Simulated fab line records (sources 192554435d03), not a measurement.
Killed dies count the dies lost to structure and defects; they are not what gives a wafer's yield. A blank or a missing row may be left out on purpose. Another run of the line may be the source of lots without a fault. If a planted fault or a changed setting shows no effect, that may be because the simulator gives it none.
Split-lot experiment	flow n5Finfet	route with 1938 steps; 7 lots, 21 wafers read

== ABOUT THE SPLIT ==
At N5_HKMG_FIN_PEB_10 (peb time 60 s), the setting pebTimeS was moved away from the recipe's 60 s on 10 of the 21 wafers read, by -16.1% to +17.8%. This setting was run at the recipe's value on the other wafers.

== FROM THE SPLIT TO THE READING: what the file shows between them, 1 step ==
- N5_HKMG_FIN_DEVELOP_11: develop time 30 s (also split here: developTimeS)

== THE READING ==
cdNm, in nm, at N5_HKMG_FIN_CD_MEAS_12 (target cd 92.8 nm). Typical for fault-free wafers on this fab line: 92.5 nm, with standard deviation 0.68 nm.

wafer	tool, chamber at the split	pebTimeS as run, s	against the recipe	cdNm, nm	against lot-mates on the recipe
L075.2	lithoTrack-01, 0	56.47	-5.9%	90.1	-2.7
L075.4	lithoTrack-01, 0	60	recipe	93.2	-
L075.6	lithoTrack-01, 0	60	recipe	92.3	-
L078.1	lithoTrack-03, 0	60	recipe	93.3	-
L078.4	lithoTrack-03, 0	50.31	-16.1%	86.2	-7.1
L078.6	lithoTrack-03, 0	50.31	-16.1%	86.2	-7.1
L082.2	lithoTrack-02, 0	70.69	+17.8%	98.4	+4.2
L082.3	lithoTrack-02, 0	70.69	+17.8%	99.5	+5.3
L082.6	lithoTrack-02, 0	60	recipe	94.2	-
L084.1	lithoTrack-01, 0	60	recipe	93.4	-
L084.2	lithoTrack-01, 0	60	recipe	92.9	-
L084.3	lithoTrack-01, 0	60	recipe	92.7	-
L087.4	lithoTrack-02, 0	60	recipe	91.7	-
L087.5	lithoTrack-02, 0	50.4	-16.0%	86.1	-5.6
L087.6	lithoTrack-02, 0	50.4	-16.0%	85.0	-6.7
L093.2	lithoTrack-03, 0	60	recipe	92.0	-
L093.4	lithoTrack-03, 0	51.88	-13.5%	87.8	-4.2
L093.5	lithoTrack-03, 0	51.88	-13.5%	88.1	-3.9
L096.1	lithoTrack-02, 0	60	recipe	91.7	-
L096.4	lithoTrack-02, 0	60	recipe	91.9	-
L096.5	lithoTrack-02, 0	50.78	-15.4%	86.6	-5.2

FIT RESULTS
A straight line over all 21 wafers: cdNm changes by +0.384 nm for each +1% of pebTimeS; r = +0.98; the points scatter about the line by 0.75 nm.
The same after taking each lot's own level away (the mean of its wafers on the recipe; 21 wafers): +0.336 nm for each +1%; r = +0.98; scatter 0.74 nm.
That fit puts the effect of the largest move of pebTimeS on the reading at 6 nm.
The lots' own levels span 91.70 to 94.20 nm, that is 3.7 times the standard deviation above.
So the slope is not independent of the lot-to-lot level: the two fits are not the same.
Check: for one of the wafers moved furthest among these (+17.8%), held out of the fit, the line's prediction against its lot-mates is +6.2 nm. It came out at +4.2 nm against them.

== ADDITIONAL SPLITS CARRIED BY THESE WAFERS ==
Before the reading, these wafers also passed through other splits. Each is held against what the fit with the lots' levels taken away leaves over:
other split on the same wafers	wafers away from the commonest value	r with cdNm (lot level and that fit taken away)
N5_ZERO_LAYER_COAT_05 spinRpm	7	-0.12
N5_ZERO_LAYER_EXPOSE_08 doseMj	2	-0.27
N5_WELL_APT_COAT_02 spinRpm	8	+0.14
N5_STI_FIN_REVEAL_ETCHBACK_08 timeS	7	+0.49
N5_DUMMY_GATE_CVD_03 tempC	18	+0.52
N5_DUMMY_GATE_COAT_28 spinRpm	5	-0.32
N5_SDB_CUT_ETCH_26 icpW	7	-0.05
N5_SDB_ALD_29 aldCycles	6	-0.22
N5_HKMG_FIN_DEVELOP_11 developTimeS	6	-0.14

== FILE'S OWN FIT ==
cdNm changes by +0.347 nm for each +1% of pebTimeS, r = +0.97.
